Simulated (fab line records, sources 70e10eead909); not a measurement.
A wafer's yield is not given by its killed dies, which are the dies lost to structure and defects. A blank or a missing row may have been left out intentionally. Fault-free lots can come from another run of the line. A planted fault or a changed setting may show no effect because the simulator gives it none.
Which tool is to blame? -- flow nandHarc -- Sampling: 11 lots, 31 wafers, 6 of 1159 route steps

WHAT EACH GAUGE READ, for each wafer
NHARC_END_SORT_01.
lot,measured,on,killedAtArray
L317,day 20 21:49,prober-01,107 15 18
L319,day 21 11:51,prober-01,134

TOOL THAT RAN EACH LOT (tool first, then ch and the chambers of the sampled wafers, then the start)
lot,NHARC_A_CONTACT_ETCH_114,NHARC_A_CONTACT_ETCH_90,NHARC_A_CONTACT_DESCUM_74,NHARC_A_CONTACT_ETCH_78,NHARC_A_CONTACT_ETCH_128
L316,"harCapEtch-03 ch 0, day 16 18:38","rieDiel-13 ch 1,2,3, day 16 20:05","rieDiel-09 ch 0,1,3, day 17 00:02","rieDiel-09 ch 0,1, day 17 01:54 or earlier","harCapEtch-02 ch 0,1, day 17 01:54"
L317,"harCapEtch-03 ch 0,1, day 16 23:57","rieDiel-13 ch 0,2,3, day 17 01:24","rieDiel-11 ch 0,1,3, day 17 14:02","rieDiel-11 ch 0,2, day 17 15:47 or earlier","harCapEtch-02 ch 0,1, day 17 15:47"
L319,"harCapEtch-03 ch 1, day 17 14:09","rieDiel-11 ch 3, day 17 15:44","rieDiel-13 ch 1, day 17 20:25","rieDiel-13 ch 0, day 17 22:40 or earlier","harCapEtch-01 ch 1, day 17 22:40"
L328,"harCapEtch-01 ch 0,1, day 19 07:30","rieDiel-13 ch 0,3, day 19 08:57","rieDiel-11 ch 0,2,3, day 19 13:25","rieDiel-11 ch 0,1,3, day 19 15:16 or earlier","harCapEtch-01 ch 0,1, day 19 15:16"
L330,"harCapEtch-03 ch 0,1, day 20 10:58","rieDiel-11 ch 1,2,3, day 20 12:24","rieDiel-11 ch 0,3, day 20 16:44","rieDiel-11 ch 0,1,2, day 20 18:51 or earlier","harCapEtch-03 ch 0,1, day 20 18:51"
L333,"harCapEtch-01 ch 1, day 20 20:41","rieDiel-13 ch 2,3, day 20 22:06","rieDiel-11 ch 1,3, day 21 07:05","rieDiel-11 ch 0,3, day 21 09:02 or earlier","harCapEtch-01 ch 0,1, day 21 09:02"
L335,"harCapEtch-03 ch 0, day 21 04:04","rieDiel-09 ch 0,2,3, day 21 06:21","rieDiel-11 ch 0,1, day 21 11:42","rieDiel-11 ch 2,3, day 21 13:47 or earlier","harCapEtch-01 ch 0,1, day 21 13:47"
L336,"harCapEtch-02 ch 0, day 21 04:34","rieDiel-11 ch 0,1,2, day 21 05:59","rieDiel-11 ch 1,2, day 21 09:52","rieDiel-11 ch 1,3, day 21 11:49 or earlier","harCapEtch-03 ch 1, day 21 11:49"
L337,"harCapEtch-02 ch 0,1, day 21 11:53","rieDiel-13 ch 1,2,3, day 21 13:20","rieDiel-13 ch 1,2,3, day 21 17:11","rieDiel-13 ch 0,1,3, day 21 19:11 or earlier","harCapEtch-01 ch 0, day 21 19:11"
L338,"harCapEtch-03 ch 0,1, day 21 15:40","rieDiel-13 ch 1,3, day 21 17:35","rieDiel-09 ch 1,2,3, day 21 21:38","rieDiel-09 ch 1,2,3, day 21 23:40 or earlier","harCapEtch-01 ch 0,1, day 21 23:40"
L339,"harCapEtch-03 ch 0,1, day 21 20:42","rieDiel-13 ch 0,1,3, day 21 22:30","rieDiel-09 ch 0,1,3, day 22 02:20","rieDiel-09 ch 0,1,3, day 22 04:35 or earlier","harCapEtch-03 ch 0,1, day 22 04:35"
- NHARC_A_CONTACT_ETCH_114: etches the open film in C4F8/O2/Ar, time 94 s, target depth 922 nm.
- NHARC_A_CONTACT_ETCH_90: etches the open film in CH3F/O2, target depth 40 nm, time 85.7 s.
- NHARC_A_CONTACT_DESCUM_74: chemistry O2, time 3 s.
- NHARC_A_CONTACT_ETCH_78: etches the open film in O2/COS, target depth 2800 nm, time 728 s.
- NHARC_A_CONTACT_ETCH_128: etches the open film in C4F8/O2/Ar, time 155 s, target depth 956 nm.

THE ANSWER, worked out from the rows above alone
Rule: the lots themselves supply what counts as usual. Put in order of their means at a reading, lots are off if they are a third of the lots or fewer, leave a main group of 4 or more, and stand apart from it by a gap of 3 or more times the standard deviation of the main group's means; of several such gaps the widest counts. Not used: any main group whose means are identical at the precision the tables above print for the reading. A lot without any number at a reading at which 4 lots or more have one is off too. All remaining lots with rows at the step are treated as sound.
No lot is off on any of the readings shown, so nothing can be concluded from this.

WHAT THE SIMULATOR PUT IN
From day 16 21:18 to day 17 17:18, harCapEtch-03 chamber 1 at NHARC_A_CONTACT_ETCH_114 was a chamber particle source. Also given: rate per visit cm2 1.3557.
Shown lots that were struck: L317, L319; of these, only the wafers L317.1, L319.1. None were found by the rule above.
